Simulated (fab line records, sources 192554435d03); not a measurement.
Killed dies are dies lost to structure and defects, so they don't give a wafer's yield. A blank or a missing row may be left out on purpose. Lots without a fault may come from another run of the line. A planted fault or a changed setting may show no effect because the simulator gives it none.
fab line records | flow n5_finfet
record lots=8 wafers=22 last_day=16
route steps=1938 shown BEOL_M4@1111 BEOL_M6@1215 PASSIVATION@1936
lots that met no fault: from a run of the same line without faults
start_h: hours from the record's first day to the start of the lot's first wafer shown | wait_h: hours since the lot's step before | " the same as in the row above | L1.1+2: a row that stands for several wafers | - no value, or no start given | * or withheld: withheld | < > ~ a bound
route shown NAME@n: a module of which the file shows steps, and the number in the route of the first | usual: mean/standard deviation of fault-free wafers | same: alike in all rows | chamber/n: place in a boat | sites: the reading at each site | _std_site: their standard deviation | _edge_site: outer sites' mean less inner sites' | radius_mm: how far each site lies from the wafer's centre | mask NAME#n: copy n | behind: the tool/chamber that last shaped the wafer | hold: why the lot was held/for how many hours/how that ended | device: the transistor (n, p or np) that didn't switch | end of line: the same wafers' tests at the end of the route | a step without rows: its recipe alone | killed: dies lost to structure and defects at the first sort, not the wafer's yield | map: a wafer's dies, x killed, . not, _ none there
set.NAME: the setting as run; set.NAME@STEP: as run at that earlier step | model.NAME: the simulator's own value behind a step, which no gauge read
steps of the route over a sample of lots; a table a step, a row a wafer
services: from which hour (start_h, from the record's first day; less than 0 if before it) a tool's chamber was out of use, for how many hours, and why
## steps
# step N5_BEOL_M4_RC_MEAS_101
# usual DIBL_N=37.5/2 DIBL_P=37.5/2.5 IOFF_N=0.18/0.042 IOFF_P=0.24/0.046 ION_N=677/15 ION_P=464/9.5 SS_N=72.0/0.76 SS_P=73.6/0.79 VT_N=249/3.5 VT_P=-249/3.2
# columns lot.wafer tool chamber start_h wait_h DIBL_N[mV/V] DIBL_P[mV/V] IOFF_N[nA/um] IOFF_P[nA/um] ION_N[uA/um] ION_P[uA/um] SS_N[mV/dec] SS_P[mV/dec] VT_N[mV] VT_P[mV]
L676.2 prober-02 0 170.18 0.2 37.0 38.6 0.17 0.23 691 466 72.8 74.1 247 -251
L676.6 " 0 " " 38.1 39.7 0.18 0.26 667 458 72.8 74.7 251 -249
L678.2 prober-01 0 181.31 0.2 36.9 37.5 0.16 0.20 657 451 72.8 73.8 251 -256
L678.3 " 0 " " 37.5 39.2 0.18 0.23 670 455 72.1 74.4 249 -250
L679.1 prober-02 0 182.55 0.0 36.5 34.2 0.13 0.21 670 468 71.2 73.3 254 -247
L679.4 " 0 " " 37.0 36.7 0.15 0.26 658 464 71.2 73.5 250 -248
L679.6 " 0 " " 39.3 37.7 0.18 0.26 680 470 72.3 73.6 247 -245
L681.1 prober-02 0 202.69 0.0 37.3 36.9 0.17 0.24 678 469 71.4 74.0 249 -249
L681.5 " 0 " " 39.1 38.0 0.20 0.26 684 472 72.7 74.2 248 -247
L681.6 " 0 " " 34.8 35.0 0.13 0.23 650 454 71.0 74.0 250 -248
L688.1 prober-02 0 247.20 0.0 39.4 39.6 0.22 0.23 676 457 72.2 74.0 248 -252
L688.2 " 0 " " 39.2 39.9 0.21 0.25 680 460 72.6 74.8 247 -249
L688.3 " 0 " " 34.6 34.0 0.14 0.17 663 448 71.4 72.7 252 -254
L692.1 prober-01 0 266.78 0.0 37.0 37.8 0.19 0.24 702 482 72.2 73.1 250 -248
L692.2 " 0 " " 34.2 33.9 0.13 0.19 650 451 71.8 72.7 252 -251
L692.6 " 0 " " 37.5 38.3 0.19 0.25 671 465 72.0 74.7 248 -247
L693.1 prober-01 0 273.67 0.0 40.8 40.6 0.23 0.29 690 470 72.2 74.2 244 -247
L693.2 " 0 " " 38.5 36.9 0.18 0.24 655 457 71.7 73.8 249 -247
L693.3 " 0 " " 39.0 38.1 0.19 0.25 664 460 71.6 73.0 249 -247
L696.1 prober-02 0 294.48 0.0 39.4 38.3 0.23 0.24 708 470 72.3 74.6 244 -249
L696.3 " 0 " " 37.3 34.9 0.18 0.19 685 465 71.6 72.8 248 -250
L696.6 " 0 " " 37.4 36.5 0.18 0.20 693 467 72.1 73.8 247 -251
# step N5_BEOL_M6_HM_OPEN_17
# recipe chemistry=Cl2/BCl3 target_depth_a=200 overetch_a=60 target=TiN mask_material=SOC ion_energy_ev=150 pressure_mtorr=10 icp_w=1000 bias_w=126 Cl2_flow_sccm=53.25 bcl3_flow_sccm=21.75 Ar_flow_sccm=25
# usual bias_w=126.0/0.39 drypump_motor_current_A=5.7/0.57 he_backside_leak_sccm=3.38/0.19 mfc_cl2_sccm=53.24/0.17 oes_product_au=0.67/0.072 throttle_valve_pct=21.99/0.25
# columns lot.wafer tool chamber start_h wait_h bias_w drypump_motor_current_A he_backside_leak_sccm mfc_cl2_sccm oes_product_au rf_hours_counter_h throttle_valve_pct
L676.2 rie_metal-01 1 187.20 0.0 126.0 6.2 3.30 53.21 0.63 49 21.76
L676.6 " 0 " " 125.6 5.2 3.29 52.91 0.67 - 22.34
L678.2 rie_metal-01 1 195.65 0.0 125.9 6.2 3.38 53.31 0.64 50 21.72
L678.3 " 1 " " 126.3 6.2 3.33 53.38 0.64 - 21.75
L679.1 rie_metal-01 0 198.14 0.0 125.8 5.2 3.28 53.18 0.57 41 22.50
L679.4 " 1 " " 126.1 6.2 3.56 53.19 0.52 - 21.96
L679.6 " 1 " " 126.1 6.2 3.53 53.10 0.53 - 21.97
L681.1 rie_metal-01 0 216.20 0.0 125.4 5.2 3.27 53.35 0.57 43 22.50
L681.5 " 1 " " 126.2 6.2 3.29 53.58 0.52 - 21.95
L681.6 " 0 " " 125.7 5.2 3.32 53.44 0.56 - 22.48
L688.1 rie_metal-03 1 264.38 0.0 126.1 4.8 3.54 53.20 0.73 14 22.27
L688.2 " 0 " " 125.4 5.8 3.30 53.49 0.58 101 22.02
L688.3 " 0 " " 125.9 5.8 3.43 53.28 0.59 - 22.01
L692.1 rie_metal-01 0 283.42 0.0 125.4 5.2 3.22 53.39 0.64 49 22.34
L692.2 " 1 " " 125.6 6.2 3.18 53.20 0.61 59 21.77
L692.6 " 0 " " 125.9 5.2 3.24 53.26 0.65 - 22.37
L693.1 rie_metal-01 0 288.65 0.0 125.6 5.2 3.30 53.03 0.65 50 22.35
L693.2 " 1 " " 126.5 6.2 3.25 52.90 0.63 60 21.73
L693.3 " 1 " " 125.9 6.2 3.33 53.01 0.62 - 21.77
L696.1 rie_metal-02 1 310.78 0.0 125.9 5.5 3.82 53.26 0.70 19 21.71
L696.3 " 1 " " 126.1 5.5 3.69 53.31 0.70 - 21.70
L696.6 " 1 " " 126.0 5.5 3.86 53.15 0.70 - 21.72
# step N5_BEOL_M6_VIA_ETCH_34
# recipe chemistry=C4F6/O2 target=SiCOH_lowk target_depth_a=1263 mask_material=SOC taper_deg=4 time_s=50.9 ion_energy_ev=250 pressure_mtorr=30 source_w=345 bias_w=185 Ar_flow_sccm=300 C4F6_flow_sccm=10 O2_flow_sccm=10
# usual O2_flow_sccm=10.002/0.029 bias_w=184.9/0.53 drypump_motor_current_A=5.6/0.46 oes_product_au=0.84/0.095 rf_vpp_V=661/28 showerhead_plenum_p_Torr=2.89/0.071 throttle_valve_pct=20.80/0.21
# columns lot.wafer tool chamber start_h wait_h O2_flow_sccm bias_w drypump_motor_current_A oes_product_au rf_hours_counter_h rf_vpp_V showerhead_plenum_p_Torr throttle_valve_pct
L676.2 rie_diel-05 2 188.21 0.0 10.044 185.1 6.4 0.82 101 615 3.01 20.95
L676.6 " 0 " " 9.990 184.0 6.1 0.74 - 682 2.93 20.63
L678.2 rie_diel-05 2 197.05 0.0 10.003 184.7 6.3 0.82 105 616 3.01 20.97
L678.3 " 3 " " 9.985 184.3 5.6 0.90 18 621 2.99 20.54
L679.1 rie_diel-05 0 199.12 0.0 10.019 184.2 6.1 0.28 201 681 2.92 20.48
L679.4 " 3 " " 9.967 185.4 5.6 0.33 18 624 2.99 20.41
L679.6 " 0 " " 10.053 183.9 6.1 0.28 - 682 2.92 20.48
L681.1 rie_diel-05 3 217.69 0.0 10.032 184.9 5.6 0.33 26 624 2.99 20.40
L681.5 " 1 " " 9.949 184.2 5.2 0.37 - 682 2.92 20.56
L681.6 " 0 " " 9.955 185.4 6.1 0.28 - 680 2.92 20.50
L688.1 rie_diel-06 3 265.34 0.0 9.955 185.5 5.8 0.72 218 696 2.84 21.20
L688.2 " 2 " " 9.998 184.9 6.1 0.74 199 664 2.94 20.51
L688.3 " 0 " " 9.984 185.6 5.7 0.74 163 715 2.85 20.77
L692.1 rie_diel-05 3 286.21 0.0 10.006 185.2 5.6 0.84 49 623 2.98 20.58
L692.2 " 1 " " 10.006 184.8 5.2 0.93 30 683 2.90 20.76
L692.6 " 0 " " 9.986 185.1 6.0 0.72 - 679 2.91 20.66
L693.1 rie_diel-05 3 290.02 0.0 9.992 185.3 5.6 0.84 50 623 2.98 20.59
L693.2 " 1 " " 9.999 185.7 5.2 0.93 31 682 2.90 20.75
L693.3 " 0 " " 10.000 185.1 6.1 0.71 230 680 2.91 20.67
L696.1 rie_diel-04 1 311.74 0.0 9.968 185.7 5.1 0.93 22 647 2.90 21.03
L696.3 " 2 " " 9.988 184.5 4.8 0.90 27 685 2.89 20.88
L696.6 " 1 " " 9.984 185.0 5.1 0.93 - 647 2.90 21.01
# step N5_BEOL_M6_ETCH_41
# recipe chemistry=CH3F/O2 target=SiCN target_depth_a=297 taper_deg=2 time_s=52 ion_energy_ev=120 mask_material=TiN pressure_mtorr=30 source_w=395 bias_w=75 Ar_flow_sccm=150 CH3F_flow_sccm=30 O2_flow_sccm=20
# usual O2_flow_sccm=19.99/0.066 bias_w=75.00/0.21 drypump_motor_current_A=5.6/0.46 oes_product_au=0.84/0.093 rf_vpp_V=298.0/1.3 showerhead_plenum_p_Torr=2.04/0.051 throttle_valve_pct=16.22/0.2
# columns lot.wafer tool chamber start_h wait_h O2_flow_sccm bias_w drypump_motor_current_A oes_product_au rf_hours_counter_h rf_vpp_V showerhead_plenum_p_Torr throttle_valve_pct
L676.2 rie_diel-05 2 - - 19.96 75.12 6.3 0.81 101 299.5 2.12 16.32
L676.6 " 0 " " 20.03 74.79 6.0 0.74 - 299.0 2.06 16.15
L678.2 rie_diel-05 2 - - 20.03 75.08 6.3 0.81 105 298.5 2.12 16.32
L678.3 " 3 " " 20.01 74.93 5.6 0.89 18 299.5 2.11 15.96
L679.1 rie_diel-05 0 - - 19.93 74.78 6.1 0.74 201 298.6 2.06 16.15
L679.4 " 3 " " 19.97 74.95 5.6 0.90 18 299.2 2.11 15.97
L679.6 " 0 " " 19.92 75.03 6.0 0.74 - 299.7 2.06 16.17
L681.1 rie_diel-05 3 - - 19.97 75.02 5.6 0.88 26 300.7 2.11 15.98
L681.5 " 1 " " 19.97 74.70 5.2 1.00 - 298.7 2.05 16.10
L681.6 " 0 " " 20.05 74.91 6.1 0.74 - 299.7 2.06 16.17
L688.1 rie_diel-06 3 - - 20.08 75.01 5.8 0.73 219 295.8 1.99 16.61
L688.2 " 2 " " 19.85 74.64 6.0 0.74 199 300.1 2.07 16.00
L688.3 " 0 " " 19.94 74.84 5.7 0.73 163 297.6 2.00 16.22
L692.1 rie_diel-05 3 - - 20.12 74.74 5.6 0.84 49 300.3 2.10 16.03
L692.2 " 1 " " 20.05 74.98 5.2 0.94 30 298.0 2.04 16.15
L692.6 " 0 " " 19.98 75.57 6.0 0.71 - 298.2 2.05 16.22
L693.1 rie_diel-05 3 - - 20.01 74.97 5.6 0.85 50 299.6 2.10 16.02
L693.2 " 1 " " 19.93 75.03 5.2 0.93 31 300.3 2.04 16.14
L693.3 " 0 " " 20.01 75.16 6.0 0.71 230 299.1 2.05 16.23
L696.1 rie_diel-04 1 - - 19.99 74.65 5.1 0.92 22 297.9 2.04 16.37
L696.3 " 2 " " 20.09 75.07 4.8 0.89 27 299.3 2.03 16.26
L696.6 " 1 " " 19.93 75.04 5.1 0.92 - 297.6 2.04 16.39
# step N5_BEOL_M6_STRIP_80
# recipe chemistry=N2/H2 time_s=10 power_w=450 temp_c=40 pressure_mtorr=20 rf_frequency_hz=6e+07 bias_power_w=7 n2_flow_sccm=200 h2_flow_sccm=200
# usual drypump_motor_current_A=5.6/0.47 oes_product_au=0.83/0.097 rf_vpp_V=59.1/0.82 showerhead_plenum_p_Torr=2.59/0.079 throttle_valve_pct=23.60/0.27
# columns lot.wafer tool chamber start_h wait_h drypump_motor_current_A oes_product_au rf_hours_counter_h rf_vpp_V showerhead_plenum_p_Torr throttle_valve_pct
L676.2 rie_diel-05 2 - - 6.4 0.80 101 58.9 2.67 23.60
L676.6 " 0 " " 6.1 0.74 - 58.3 2.63 23.30
L678.2 rie_diel-05 2 - - 6.3 0.80 105 58.9 2.67 23.63
L678.3 " 3 " " 5.6 0.90 18 59.5 2.73 23.90
L679.1 rie_diel-05 0 - - 6.1 0.73 201 59.9 2.63 23.30
L679.4 " 3 " " 5.6 0.90 18 59.8 2.73 23.91
L679.6 " 0 " " 6.1 0.74 - 58.0 2.63 23.30
L681.1 rie_diel-05 3 - - 5.6 0.88 26 57.9 2.72 23.92
L681.5 " 1 " " 5.2 0.99 - 59.9 2.60 23.46
L681.6 " 0 " " 6.1 0.73 - 59.3 2.63 23.31
L688.1 rie_diel-06 3 - - 5.8 0.71 219 59.7 2.51 23.95
L688.2 " 2 " " 6.1 0.72 199 58.1 2.66 23.49
L688.3 " 0 " " 5.7 0.73 163 58.4 2.54 23.55
L692.1 rie_diel-05 3 - - 5.6 0.84 49 58.2 2.71 23.95
L692.2 " 1 " " 5.2 0.92 30 58.5 2.59 23.49
L692.6 " 0 " " 6.1 0.71 - 58.7 2.62 23.32
L693.1 rie_diel-05 3 - - 5.6 0.85 50 59.3 2.71 23.94
L693.2 " 1 " " 5.2 0.93 31 60.7 2.59 23.49
L693.3 " 0 " " 6.1 0.71 230 59.6 2.62 23.32
L696.1 rie_diel-04 1 - - 5.1 0.91 22 60.2 2.58 23.78
L696.3 " 2 " " 4.8 0.91 27 59.7 2.59 23.84
L696.6 " 1 " " 5.1 0.90 - 59.5 2.58 23.77
# step N5_BEOL_M6_OCD_MEAS_38
# usual trench_depth_nm=94.7/2.2
# columns lot.wafer tool chamber start_h wait_h trench_depth_nm
L676.2 ocd-02 - 188.46 - 94.3
L676.6 " - " " 94.6
L678.2 ocd-01 - 197.29 - 94.6
L678.3 " - " " 92.7
L679.1 ocd-02 - 199.37 - -
L679.4 " - " " -
L679.6 " - " " -
L681.1 ocd-01 - 217.94 - -
L681.5 " - " " -
L681.6 " - " " -
L688.1 ocd-02 - 265.59 - 95.7
L688.2 " - " " 95.9
L688.3 " - " " 91.0
L692.1 ocd-02 - 286.46 - 92.4
L692.2 " - " " 96.2
L692.6 " - " " 92.2
L693.1 ocd-02 - 290.27 - 93.7
L693.2 " - " " 95.8
L693.3 " - " " 92.7
L696.1 ocd-01 - 311.99 - 96.9
L696.3 " - " " 91.7
L696.6 " - " " 96.9
# step N5_BEOL_M6_CD_MEAS_35
# recipe target_cd_nm=40 target_cd_y_nm=28 polarity=opening
# usual cd_nm=39.7/0.79
# columns lot.wafer tool chamber start_h wait_h cd_nm
L676.2 cd_sem-03 - 188.61 0.0 40.3
L676.6 " - " " 39.9
L678.2 cd_sem-03 - 197.45 0.0 40.1
L678.3 " - " " 39.6
L679.1 cd_sem-01 - 199.52 0.0 -
L679.4 " - " " -
L679.6 " - " " -
L681.1 cd_sem-01 - 218.10 0.0 -
L681.5 " - " " -
L681.6 " - " " -
L688.1 cd_sem-03 - 265.74 0.0 39.2
L688.2 " - " " 39.5
L688.3 " - " " 39.6
L692.1 cd_sem-01 - 286.63 0.0 40.4
L692.2 " - " " 39.9
L692.6 " - " " 41.3
L693.1 cd_sem-03 - 290.42 0.0 41.0
L693.2 " - " " 40.2
L693.3 " - " " 39.9
L696.1 cd_sem-03 - 312.14 0.0 41.9
L696.3 " - " " 39.8
L696.6 " - " " 40.9
# step N5_BEOL_M6_DEGAS_44
# recipe ambient=vacuum temp_c=250 time_s=60
# usual heater_power_w=332/30
# columns lot.wafer tool chamber start_h wait_h heater_power_w
L676.2 pvd_sputter-03 - 189.39 0.6 299
L676.6 " - " " 292
L678.2 pvd_sputter-02 - 198.32 0.5 347
L678.3 " - " " 273
L679.1 pvd_sputter-03 - 201.02 1.4 325
L679.4 " - " " 333
L679.6 " - " " 326
L681.1 pvd_sputter-01 - 219.85 1.6 366
L681.5 " - " " 310
L681.6 " - " " 355
L688.1 pvd_sputter-01 - 266.67 0.8 366
L688.2 " - " " 301
L688.3 " - " " 353
L692.1 pvd_sputter-02 - 287.30 0.5 349
L692.2 " - " " 389
L692.6 " - " " 280
L693.1 pvd_sputter-03 - 290.85 0.3 333
L693.2 " - " " 327
L693.3 " - " " 318
L696.1 pvd_sputter-02 - 313.89 1.6 347
L696.3 " - " " 325
L696.6 " - " " 386
# step N5_PASSIVATION_PROBE_49
# usual defect_limited_yield=91.8/1.5 killed_at_M0_to_M3=33/11 killed_at_M4_up=13/5 killed_at_contacts=11/5.6 killed_at_front_end=36/12 killed_at_other=3.4/2.5 killed_dies=97/18 killed_on_rim=12/4.2 killed_open=64/13 killed_short=31/6.9 sort_bin_5_function=4.8/1 sort_bin_6_memory=3.1/0.64 sort_n_pass=1083/18 sort_yield_pct=91.8/1.5
# same gross_dies=1180 killed_at_back_side=0 sort_bin_4_leakage[%]=0 sort_bin_8_speed[%]=0
# columns lot.wafer tool chamber start_h wait_h defect_limited_yield[%] killed_at_M0_to_M3 killed_at_M4_up killed_at_contacts killed_at_front_end killed_at_other killed_dies killed_on_rim killed_open killed_short sort_bin_5_function[%] sort_bin_6_memory[%] sort_n_pass sort_yield_pct[%]
L676.2 prober-02 - 277.19 0.1 92.5 31 13 7 35 2 88 10 60 28 3.7 3.5 1092 92.5
L676.6 prober-02 - 277.39 0.3 92.1 47 10 9 27 0 93 6 57 35 4.0 3.6 1087 92.1
L678.2 prober-01 - 286.15 0.1 92.0 41 12 7 26 8 94 14 64 30 4.3 3.4 1086 92.0
L678.3 prober-01 - 286.20 0.1 91.7 38 17 3 32 8 98 12 65 33 5.3 2.8 1082 91.7
L679.1 prober-01 - 289.89 0.0 0 37 1084 10 46 3 1180 152 68 30 95.7 4.1 0 0
L679.4 prober-01 - 290.04 0.2 0 27 1094 13 45 1 1180 152 62 34 96.9 2.8 0 0
L679.6 prober-01 - 290.14 0.3 0 24 1108 13 33 2 1180 152 50 26 97.5 2.5 0 0
L681.1 prober-02 - 300.55 0.0 0 16 1112 11 36 5 1180 152 59 26 97.3 2.5 0 0
L681.5 prober-02 - 300.75 0.2 0 22 1106 19 28 5 1180 152 72 21 97.3 2.5 0 0
L681.6 prober-02 - 300.80 0.3 0 25 1097 12 41 5 1180 152 63 30 97.2 2.7 0 0
L688.1 prober-02 - 347.92 0.0 90.2 31 10 24 49 2 116 20 71 41 5.8 3.7 1064 90.2
L688.2 prober-02 - 347.97 0.1 90.1 40 19 20 37 1 117 9 83 34 6.4 3.3 1063 90.1
L688.3 prober-02 - 348.02 0.1 92.0 34 8 20 27 5 94 12 66 26 4.6 3.4 1086 92.0
L692.1 prober-02 - 370.08 0.0 90.5 39 12 14 41 6 112 11 77 30 5.9 3.1 1068 90.5
L692.2 prober-02 - 370.13 0.1 91.3 44 15 19 22 3 103 14 66 34 4.8 3.4 1077 91.3
L692.6 prober-02 - 370.33 0.3 92.0 47 10 8 26 3 94 13 68 25 5.2 2.4 1086 92.0
L693.1 prober-01 - 373.95 0.0 90.9 35 16 11 42 3 107 10 56 43 5.4 3.0 1073 90.9
L693.2 prober-01 - 374.00 0.1 92.8 36 9 7 31 2 85 16 39 44 3.9 3.0 1095 92.8
L693.3 prober-01 - 374.05 0.1 91.4 35 15 4 46 1 101 18 62 27 5.0 2.5 1079 91.4
L696.1 prober-01 - 393.27 0.0 90.1 35 15 24 42 1 117 13 77 39 6.3 3.3 1063 90.1
L696.3 prober-01 - 393.37 0.1 89.9 38 18 21 38 4 119 10 83 35 6.2 3.6 1061 89.9
L696.6 prober-01 - 393.52 0.3 92.2 23 10 18 40 1 92 10 55 37 4.3 3.4 1088 92.2
# killed by level:class
L676.2 BEOL_M2:geometric_particle:open=9 GATE_CUT:geometric_particle:short=8 GATE_CUT:geometric_particle:open=6 MOL_CONTACT_COAG:geometric_particle:open=6 DUMMY_GATE:geometric_particle:open=5 BEOL_M0_SAQP:geometric_particle:open=5 BEOL_M0_SAQP:geometric_particle:short=4 BEOL_M1:geometric_particle:open=4
L676.6 BEOL_M1:geometric_particle:open=17 BEOL_M0_SAQP:geometric_particle:short=11 GATE_CUT:geometric_particle:short=6 MOL_CONTACT_COAG:geometric_particle:open=6 BEOL_M2:geometric_particle:open=6 BEOL_M4:geometric_particle:open=5 FIN_SAQP:geometric_particle:open=4 STI_FIN_REVEAL:geometric_particle:open=4
L678.2 BEOL_M0_SAQP:geometric_particle:short=14 FIN_SAQP:geometric_particle:open=11 BEOL_M0_SAQP:geometric_particle:open=11 BEOL_M3:geometric_particle:open=6 MOL_CONTACT_COAG:geometric_particle:open=5 BEOL_M4:geometric_particle:open=5 GATE_CUT:geometric_particle:short=4 BEOL_M0:geometric_particle:open=4
L678.3 FIN_SAQP:geometric_particle:open=12 BEOL_M0_SAQP:geometric_particle:short=11 BEOL_M0_SAQP:geometric_particle:open=10 BEOL_M4:geometric_particle:open=9 FIN_SAQP:geometric_particle:short=5 BEOL_M2:geometric_particle:open=5 DUMMY_GATE:geometric_particle:open=4 BEOL_M1:geometric_particle:open=4
L679.1 BEOL_M6:area_open=1082 FIN_SAQP:geometric_particle:open=15 BEOL_M1:geometric_particle:open=10 FIN_SAQP:geometric_particle:short=8 MOL_CONTACT_COAG:geometric_particle:open=8 BEOL_M3:geometric_particle:open=8 STI_FIN_REVEAL:geometric_particle:open=5 BEOL_M0_SAQP:geometric_particle:open=5
L679.4 BEOL_M6:area_open=1084 MOL_CONTACT_COAG:geometric_particle:open=13 FIN_SAQP:geometric_particle:open=10 GATE_CUT:geometric_particle:short=8 STI_FIN_REVEAL:geometric_particle:open=6 BEOL_M0_SAQP:geometric_particle:short=6 BEOL_M0_SAQP:geometric_particle:open=6 BEOL_M2:geometric_particle:open=6
L679.6 BEOL_M6:area_open=1103 MOL_CONTACT_COAG:geometric_particle:open=11 BEOL_M0_SAQP:geometric_particle:short=8 FIN_SAQP:geometric_particle:short=7 FIN_SAQP:geometric_particle:open=6 BEOL_M0_SAQP:geometric_particle:open=6 GATE_CUT:geometric_particle:open=5 BEOL_M3:geometric_particle:open=4
L681.1 BEOL_M6:area_open=1093 STI_FIN_REVEAL:geometric_particle:open=10 FIN_SAQP:geometric_particle:open=7 MOL_CONTACT_COAG:geometric_particle:open=7 BEOL_M4:geometric_particle:open=7 BEOL_M0_SAQP:geometric_particle:open=6 DUMMY_GATE:geometric_particle:open=4 BEOL_M0_SAQP:geometric_particle:short=4
L681.5 BEOL_M6:area_open=1085 MOL_CONTACT_COAG:geometric_particle:open=16 STI_FIN_REVEAL:geometric_particle:open=9 BEOL_M0_SAQP:geometric_particle:short=8 BEOL_M4:geometric_particle:open=7 BEOL_M2:geometric_particle:open=6 FIN_SAQP:geometric_particle:open=5 BEOL_M0_SAQP:geometric_particle:open=4
L681.6 BEOL_M6:area_open=1085 STI_FIN_REVEAL:geometric_particle:open=12 MOL_CONTACT_COAG:geometric_particle:open=9 GATE_CUT:geometric_particle:short=7 BEOL_M0_SAQP:geometric_particle:open=7 DUMMY_GATE:geometric_particle:open=6 BEOL_M2:geometric_particle:open=6 FIN_SAQP:geometric_particle:open=4
L688.1 BEOL_M0_SAQP:geometric_particle:open=14 MOL_CONTACT_COAG:geometric_particle:short=12 MOL_CONTACT_COAG:geometric_particle:open=11 DUMMY_GATE:geometric_particle:open=7 BEOL_M0_SAQP:geometric_particle:short=7 GATE_CUT:geometric_particle:short=6 FIN_SAQP:geometric_particle:short=5 STI_FIN_REVEAL:geometric_particle:open=5
L688.2 MOL_CONTACT_COAG:geometric_particle:open=16 BEOL_M0_SAQP:geometric_particle:open=10 FIN_SAQP:geometric_particle:open=9 DUMMY_GATE:geometric_particle:open=8 BEOL_M3:geometric_particle:open=7 BEOL_M0_SAQP:geometric_particle:short=6 BEOL_M2:geometric_particle:open=6 BEOL_M4:geometric_particle:open=6
L688.3 MOL_CONTACT_COAG:geometric_particle:open=15 BEOL_M0_SAQP:geometric_particle:short=11 BEOL_M0_SAQP:geometric_particle:open=8 DUMMY_GATE:geometric_particle:open=7 BEOL_M1:geometric_particle:open=6 BEOL_M2:geometric_particle:open=6 STARTING-WAFER:geometric_particle:open=5 SPACER0:geometric_particle:open=3
L692.1 BEOL_M0_SAQP:geometric_particle:open=12 BEOL_M2:geometric_particle:open=12 MOL_CONTACT_COAG:geometric_particle:open=11 FIN_SAQP:geometric_particle:open=10 STI_FIN_REVEAL:geometric_particle:open=5 STARTING-WAFER:geometric_particle:short=5 BEOL_M0_SAQP:geometric_particle:short=5 BEOL_M1:geometric_particle:open=5
L692.2 MOL_CONTACT_COAG:geometric_particle:open=14 BEOL_M0_SAQP:geometric_particle:open=14 BEOL_M0_SAQP:geometric_particle:short=10 BEOL_M1:geometric_particle:open=8 BEOL_M2:geometric_particle:open=6 STI_FIN_REVEAL:geometric_particle:open=5 MOL_CONTACT_COAG:geometric_particle:short=5 STI_FIN_REVEAL:geometric_particle:short=4
L692.6 BEOL_M0_SAQP:geometric_particle:short=13 BEOL_M1:geometric_particle:open=10 BEOL_M2:geometric_particle:open=10 MOL_CONTACT_COAG:geometric_particle:open=8 STI_FIN_REVEAL:geometric_particle:open=7 BEOL_M0_SAQP:geometric_particle:open=5 BEOL_M3:geometric_particle:open=5 STARTING-WAFER:geometric_particle:open=5
L693.1 FIN_SAQP:geometric_particle:short=11 BEOL_M2:geometric_particle:open=9 MOL_CONTACT_COAG:geometric_particle:open=7 BEOL_M0_SAQP:geometric_particle:open=7 BEOL_M0_SAQP:geometric_particle:short=6 HKMG_FIN:area_etch=5 FIN_SAQP:geometric_particle:open=4 STI_FIN_REVEAL:geometric_particle:open=4
L693.2 BEOL_M0_SAQP:geometric_particle:short=12 BEOL_M2:geometric_particle:open=6 FIN_SAQP:geometric_particle:short=5 STI_FIN_REVEAL:geometric_particle:open=4 GATE_CUT:geometric_particle:short=4 MOL_CONTACT_COAG:geometric_particle:open=4 BEOL_M1:geometric_particle:open=4 FIN_SAQP:geometric_particle:open=3
L693.3 BEOL_M0_SAQP:geometric_particle:open=10 FIN_SAQP:geometric_particle:short=10 BEOL_M2:geometric_particle:open=9 HKMG_FIN:area_etch=9 GATE_CUT:geometric_particle:short=6 BEOL_M4:geometric_particle:open=6 STI_FIN_REVEAL:geometric_particle:open=5 ILD0:geometric_particle:open=5
L696.1 MOL_CONTACT_COAG:geometric_particle:open=21 BEOL_M0_SAQP:geometric_particle:short=9 GATE_CUT:geometric_particle:short=9 BEOL_M0_SAQP:geometric_particle:open=8 FIN_SAQP:geometric_particle:open=7 BEOL_M2:geometric_particle:open=7 FIN_SAQP:geometric_particle:short=6 BEOL_M1:geometric_particle:open=6
L696.3 MOL_CONTACT_COAG:geometric_particle:open=20 BEOL_M2:geometric_particle:open=9 GATE_CUT:geometric_particle:short=8 BEOL_M0_SAQP:geometric_particle:open=8 BEOL_M3:geometric_particle:open=7 BEOL_M5:geometric_particle:open=7 FIN_SAQP:geometric_particle:short=5 BEOL_M2:geometric_particle:short=5
L696.6 MOL_CONTACT_COAG:geometric_particle:open=13 FIN_SAQP:geometric_particle:open=12 FIN_SAQP:geometric_particle:short=10 BEOL_M0_SAQP:geometric_particle:short=8 BEOL_M0_SAQP:geometric_particle:open=6 MOL_CONTACT_COAG:geometric_particle:short=5 STI_FIN_REVEAL:geometric_particle:open=4 BEOL_M2:geometric_particle:open=4
## services
# columns tool chamber start_h hours kind
rie_diel-05 1 178.48 - clean
rie_diel-05 1 178.48 - consumable_replace:focus_ring
rie_diel-05 1 178.48 18.8 scheduled_down
rie_diel-05 1 178.48 18.8 vent_cycle
rie_diel-06 0 207.22 4.4 repair
rie_diel-04 2 217.90 5.7 repair
rie_diel-04 2 223.62 - clean
rie_diel-04 2 223.62 - consumable_replace:focus_ring
rie_diel-04 2 223.62 14.5 scheduled_down
rie_diel-04 2 223.62 14.5 vent_cycle
rie_diel-05 0 230.90 5.1 repair
rie_diel-04 1 238.23 - clean
rie_diel-04 1 238.23 - consumable_replace:focus_ring
rie_diel-04 1 238.23 16.5 scheduled_down
rie_diel-04 1 238.23 16.5 vent_cycle
rie_diel-06 3 245.02 16.7 repair
pvd_sputter-01 - 252.79 1.5 repair
rie_metal-02 1 253.26 20.9 repair
rie_metal-01 0 255.82 10.7 repair
rie_diel-06 1 261.75 - clean
rie_diel-06 1 261.75 - consumable_replace:focus_ring
rie_diel-06 2 302.78 3.3 repair
rie_diel-04 3 307.04 5.2 repair
rie_metal-01 0 313.18 11.0 repair
## key
first_sign step=N5_BEOL_M6_HM_OPEN_17 reading=oes_product_au direction=down sigmas=1.7 usual=0.67 struck=0.54
effect step=N5_BEOL_M6_VIA_ETCH_34 reading=oes_product_au direction=down sigmas=5.6 usual=0.84 struck=0.31
effect step=N5_BEOL_M6_OCD_MEAS_38 reading=trench_depth_nm direction=missing
effect step=N5_BEOL_M6_CD_MEAS_35 reading=cd_nm direction=missing
effect step=N5_PASSIVATION_PROBE_49 reading=killed_at_M4_up direction=up sigmas=99+ usual=13 struck=1100
more_kills_born_at N5_BEOL_M6_HM_OPEN_17@rie_metal-01=6532
met_at N5_BEOL_M6_HM_OPEN_17
struck_lots L679,L681
later_rows_left_out L679.1,L679.4,L679.6,L681.1,L681.5,L681.6
not_acting_at N5_BEOL_M6_ETCH_41,N5_BEOL_M6_STRIP_80,N5_BEOL_M6_DEGAS_44
onset_between 195.65 198.14
fault kind=process_parameter_drift tool=rie_metal-01 chamber=- onset_h=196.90 steps=N5_BEOL_M6_HM_OPEN_17 channel=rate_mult offset=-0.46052 shape=step end_h=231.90
# later_rows_left_out: the simulator's readings of these wafers behind a module that went badly wrong aren't trusted and aren't shown, but for the sort
